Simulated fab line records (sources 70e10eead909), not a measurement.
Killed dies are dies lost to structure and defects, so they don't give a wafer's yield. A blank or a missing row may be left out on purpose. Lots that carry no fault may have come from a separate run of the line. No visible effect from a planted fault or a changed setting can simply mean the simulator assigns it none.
A struck lot beside a sound one :: flow nandHarc :: 39 steps out of a route of 1302
Sound: the wafers L286.3, L286.5, L286.6. The struck wafers were L289.1, L289.4, L289.6. At the end, the cause is stated.
For every step that has rows: the tool of each side, followed by ch and its chambers, followed by its first start. Under that, the readings that differ: sound wafers :: struck wafers :: difference of the means :: sigmas: that difference in standard deviations of wafers without a fault.
alike: readings whose means differ by less than 2 such deviations, and words and numbers that are the same on both sides. not compared: withheld readings, readings that some wafer has no value for, bounds like >300 that may hide the same value, and numbers for which the record gives no deviation and whose values overlap.
A row with sigmas, a row that says differs or no value, or rows on one side alone: a step with any of these is where the two part. When numbers do not overlap yet have no deviation, they are printed without sigmas and do not part them. A reading missing from all wafers of one side parts the sides only when that side holds two or more wafers.

first, 2 steps without rows for these wafers: NHARC_A_BONDPAD_HARDBAKE_10 (time 65 s); NHARC_A_BONDPAD_DESCUM_11 (chemistry O2, time 3 s).
NHARC_A_BONDPAD_ETCH_34: etches the open film in N2/H2, target depth 60 nm, overetch 18 nm, time 65.91 s.
  sound on rieDiel-11 ch 2,3, day 26 06:29; struck on rieDiel-03 ch 0,1,2, day 28 07:30
  alike: drypumpMotorCurrentA, oesProductAu, rfVppV, showerheadPlenumPTorr, throttleValvePct
  not compared: rfHoursCounterH
then, 1 step without rows for these wafers: NHARC_A_BONDPAD_ETCH_12 (etches the open film in CHF3/O2, target depth 220 nm, time 110 s).
NHARC_A_BONDPAD_CD_MEAS_13:
  sound on cdSem-01 at day 26 06:43; struck on cdSem-03 at day 28 07:43
  alike: cdNm
then, 4 steps without rows for these wafers: NHARC_A_BONDPAD_STRIP_15 (strips in O2); NHARC_A_BONDPAD_ETCH_24 (etches the open film in CF4/N2, target depth 30 nm, time 72.99 s); NHARC_A_BONDPAD_STRIP_16 (strips in post etch residue remover, time 600 s); NHARC_A_BONDPAD_DEGAS_25 (time 60 s).
NHARC_A_BONDPAD_PRE_CLEAN_26: time 30 s.
  sound on pvdSputter-02; struck on pvdSputter-03
  alike: heaterPowerW
then, 1 step without rows for these wafers: NHARC_A_BONDPAD_PVD_17 (deposits TaN, target thk 5 nm, time 8.06 s).
NHARC_A_BONDPAD_PVD_27: deposits Cu, target thk 30 nm, time 20.49 s.
  sound on pvdSputter-02; struck on pvdSputter-03
  alike: substrateTempC, throttleValvePct
NHARC_A_BONDPAD_ECD_18: material Cu, target thk 400 nm.
  sound on ecdCu-02 ch 0,1, day 26 07:47; struck on ecdCu-01 ch 0,1, day 28 08:46
NHARC_A_BONDPAD_ANNEAL_28: time 90 s.
  sound on rtpAnneal-02 ch 0, day 26 08:10; struck on rtpAnneal-02 ch 0, day 28 09:06
  alike: wafer_temp_C_max
then, 1 step without rows for these wafers: NHARC_A_BONDPAD_CMP_19 (polishes, t overpolish 30 s, cu recess touch 16 s, target thk 169.82 nm).
NHARC_A_BONDPAD_THK_MEAS_20: measures by xrf.
  sound on filmMetro-02 at day 26 08:44; struck on filmMetro-01 at day 28 09:46
  alike: thkNm
then, 6 steps without rows for these wafers: NHARC_A_BONDPAD_SRD_21 (time 30 s, dry time 20 s); NHARC_HYBRID_BOND_ACTIVATE_00 (chemistry N2, time 60 s); NHARC_HYBRID_BOND_PRECLEAN_01 (cleans in DIW, time 300 s); NHARC_HYBRID_BOND_SRD_02 (time 30 s, dry time 20 s); NHARC_HYBRID_BOND_BOND_03; NHARC_HYBRID_BOND_ANNEAL_04 (time 7200 s).
NHARC_HYBRID_BOND_OVL_MEAS_05:
  sound on overlay-02 at day 26 19:51; struck on overlay-02 at day 28 17:40
  alike: overlayXNm, overlayYNm
NHARC_THIN_TSV_GRIND_00:
  sound on grinder-01 ch 0, day 26 22:49; struck on grinder-01 ch 0, day 28 17:53
  alike: motorCurrentA
then, 1 step without rows for these wafers: NHARC_THIN_TSV_CMP_01 (polishes).
NHARC_THIN_TSV_THK_MEAS_02: measures by ir.
  sound on filmMetro-02 at day 26 23:55; struck on filmMetro-02 at day 28 19:22
  alike: thkNm
then, 12 steps without rows for these wafers: NHARC_THIN_TSV_SRD_03; NHARC_THIN_TSV_PRECLEAN_41 (cleans in SC1); NHARC_THIN_TSV_SRD_42; NHARC_THIN_TSV_DEP_43 (deposits SiO2, target thk 1328.5 nm); NHARC_THIN_TSV_DEHYDRATE_04 (time 120 s); NHARC_THIN_TSV_HMDS_05 (time 30 s); NHARC_THIN_TSV_COAT_06; NHARC_THIN_TSV_SOFTBAKE_07 (time 95 s); NHARC_THIN_TSV_EBR_08; NHARC_THIN_TSV_EXPOSE_09 (exposes mask TSV); NHARC_THIN_TSV_PEB_10 (peb time 85 s); NHARC_THIN_TSV_DEVELOP_11 (time 70 s).
NHARC_END_SORT_01:
  here the record holds rows for the struck wafers (prober-01 ch 0, day 29 13:53) but none for the sound ones

== WHERE THEY PART ==
Only at NHARC_END_SORT_01, as far as this record shows.

WHY: what had been put in by the simulator
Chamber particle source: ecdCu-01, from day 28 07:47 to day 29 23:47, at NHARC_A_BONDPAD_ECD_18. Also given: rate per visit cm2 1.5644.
